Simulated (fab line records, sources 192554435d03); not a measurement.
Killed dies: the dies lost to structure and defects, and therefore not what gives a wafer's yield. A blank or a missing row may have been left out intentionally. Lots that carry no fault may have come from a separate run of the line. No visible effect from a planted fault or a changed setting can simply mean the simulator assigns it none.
Lot-split experiment    flow n5Finfet    21 wafers read across 7 lots, on a route 1938 steps long

ABOUT THE SPLIT
At N5_BEOL_M0_SAQP_CUT_ETCH_46 (etches SOC in N2/H2, target depth 135 nm, overetch 27 nm, time 202.5 s), the setting timeS was moved away from the recipe's 202.5 s on 5 of the 21 wafers read, by -20.1% to +21.8%. This setting was run at the recipe's value on the other wafers.

The reading is taken at the split's own step.

THE READING
SiARC_of_BEOL_M0_SAQP_COAT_72.thkNm (the simulator's own value, which no gauge read), in nm, at N5_BEOL_M0_SAQP_CUT_ETCH_46 (etches SOC in N2/H2, target depth 135 nm, overetch 27 nm, time 202.5 s). There is no usual value for it anywhere in the file. Average 5.0 nm, standard deviation 0.31 nm, over the 16 wafers here run with the recipe.

wafer   tool, chamber at the split  timeS as run, s  against the recipe  SiARC_of_BEOL_M0_SAQP_COAT_72.thkNm, nm  against lot-mates on the recipe
L076.1  rieDiel-02, 1               202.5            recipe              4.6                                      -
L076.3  rieDiel-02, 2               246.7            +21.8%              3.6                                      -1.0
L076.6  rieDiel-02, 0               246.7            +21.8%              2.8                                      -1.8
L077.3  rieDiel-04, 3               243.8            +20.4%              3.2                                      -1.9
L077.4  rieDiel-04, 2               202.5            recipe              5.6                                      -
L077.6  rieDiel-04, 1               202.5            recipe              4.6                                      -
L078.2  rieDiel-06, 1               202.5            recipe              5.4                                      -
L078.4  rieDiel-06, 1,3             202.5            recipe              5.2                                      -
L078.5  rieDiel-06, 1,3             202.5            recipe              5.2                                      -
L081.3  rieDiel-06, 2               202.5            recipe              5.2                                      -
L081.4  rieDiel-06, 0               202.5            recipe              4.8                                      -
L081.6  rieDiel-06, 0               202.5            recipe              4.8                                      -
L091.2  rieDiel-06, 1               202.5            recipe              5.4                                      -
L091.3  rieDiel-06, 2               202.5            recipe              5                                        -
L091.6  rieDiel-06, 3               161.7            -20.1%              7.2                                      +2.0
L093.2  rieDiel-02, 3               202.5            recipe              4.6                                      -
L093.4  rieDiel-02, 0               202.5            recipe              5                                        -
L093.5  rieDiel-02, 0               202.5            recipe              4.8                                      -
L095.3  rieDiel-06, 1               230.9            +14.0%              4                                        -1.3
L095.4  rieDiel-06, 3               202.5            recipe              5.4                                      -
L095.5  rieDiel-06, 3               202.5            recipe              5.2                                      -
When a row names more than one chamber, that row covers several wafers, and the file does not tell which wafer ran in which chamber.

THE FIT
A straight line over all 21 wafers: SiARC_of_BEOL_M0_SAQP_COAT_72.thkNm changes by -0.0907 nm for each +1% of timeS; r = -0.94; the points scatter about the line by 0.33 nm.
The same after taking each lot's own level away (the mean of its wafers on the recipe; 21 wafers): -0.0813 nm for each +1%; r = -0.94; scatter 0.29 nm.
That fit puts the effect of the largest move of timeS on the reading at 1.8 nm.
The lots' own levels span 4.60 to 5.30 nm, that is 2.2 times the standard deviation above.
So the slope is not independent of the lot-to-lot level: the two fits are not the same.
Check: for one of the wafers moved furthest among these (+21.8%), held out of the fit, the line's prediction against its lot-mates is -1.99 nm. It came out at -1 nm against them.

THE OTHER SPLITS THESE WAFERS WENT THROUGH
These wafers also went through other splits before the reading. Each is held against what the fit with the lots' levels taken away leaves over:
other split on the same wafers         wafers away from the commonest value  r with SiARC_of_BEOL_M0_SAQP_COAT_72.thkNm (lot level and that fit taken away)
N5_HKMG_FIN_HK_ALD_01 aldCycles        8                                     +0.25
N5_MOL_CONTACT_COAG_COAT_75 spinRpm    6                                     +0.01
N5_MOL_CONTACT_COAG_DESCUM_45 timeS    9                                     -0.12
N5_MOL_CONTACT_COAG_ALD_133 aldCycles  8                                     -0.28
N5_BEOL_M0_SAQP_COAT_08 spinRpm        4                                     -0.09
N5_BEOL_M0_SAQP_EXPOSE_11 doseMj       7                                     +0.22

FILE'S OWN FIT
SiARC_of_BEOL_M0_SAQP_COAT_72.thkNm changes by -0.0855 nm for each +1% of timeS, r = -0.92.
